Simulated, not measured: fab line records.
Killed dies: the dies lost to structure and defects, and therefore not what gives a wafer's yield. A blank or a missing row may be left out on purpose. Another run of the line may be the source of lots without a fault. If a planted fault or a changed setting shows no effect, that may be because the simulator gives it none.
Problem report in the 8D (eight disciplines) form, filled by code | flow nand-harc | the parts of the form that need people (team, actions taken, sign-off) are left out

## 1. THE ISSUE
thk-nm at NHARC_A_ONON_D1_THK_MEAS_30 reads a mean of 1059 nm on 9 wafers of 3 lots; wafers without a fault read 1001 nm with a standard deviation of 9.4. That puts it +6.2 standard deviations away from the usual mean.
The step: measures by ellipsometry.
The first sign was on wafer L917.1 at day 11 17:17, on film-metro-02. The record has a number at this step for 45 wafers belonging to 15 lots. Rule for "out" (also "out of limits"): further than 4 standard deviations from the usual mean. The other wafers with a number count as sound.

## 2. WHAT IT IS, AND WHAT IT ISN'T
question                    | is                           | is not
which readings at this step | thk-nm                       | -
which lots                  | L917, L918, L919             | L911, L914, L916, L920, L924, L925, L926, L928, L930, L931, L932, L933
which wafers of those lots  | all that have a number       | -
read on which gauges        | film-metro-01, film-metro-02 | -
when                        | from day 11 17:17            | up to then (9 sound wafers); but 27 sound wafers of L920, L924, L925, L926, L928, L930, L931, L932, L933 came after

## 3. SUSPECTS, AND WHAT RULES EACH OUT
Counting: a tool stays on the suspect list if, at a process step up to the reading, it processed all lots that are out and no sound lot following the first of them.
- the gauge at NHARC_A_ONON_D1_THK_MEAS_30 is ruled out. Those wafers that are out were read across 2 gauges (film-metro-01, film-metro-02).
- pecvd-onon-02 at NHARC_A_ONON_D1_DEP_28 (target thk 1000 nm): ruled out as a lasting fault. After its first lot that is out, L917 (day 11 16:46), sound lots L924, L928, L933 ran on it.
Left after counting: nothing in the record.

## 4. THE CAUSE (what the simulator had put in)
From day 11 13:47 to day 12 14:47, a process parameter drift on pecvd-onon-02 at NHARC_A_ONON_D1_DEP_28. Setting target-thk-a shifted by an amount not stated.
Counting ruled it out, wrongly: the rule takes a fault to strike every lot that its tool runs from its start on, and this one did not.

## 5. THE CHAIN OF EFFECTS, in route order
Rows list readings where the struck wafers' mean (over those with a number) sits beyond 3 standard deviations from the usual. Only readings whose record carries a usual standard deviation are examined. hours: median over the lots of the time between each lot's start at the first step of this table that gives one and its start at this step. sigmas: the change, counted in usual standard deviations.
hours | step                        | reading | usual   | on struck wafers | change | sigmas
0     | NHARC_A_ONON_D1_THK_MEAS_30 | thk-nm  | 1001 nm | 1059             | +58    | +6.2
Later measuring or inspecting steps at which every struck wafer that the step has a row for has a number for every such reading, and none has moved that far: NHARC_A_ONON_D1_INSPECT_32.

## 6. HOW IT WOULD HAVE BEEN CAUGHT EARLIER
Counted from the fault's start at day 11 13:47, it took 3 hours until the first out-of-limits reading at a measuring or inspecting step in this record, taken at day 11 17:17.
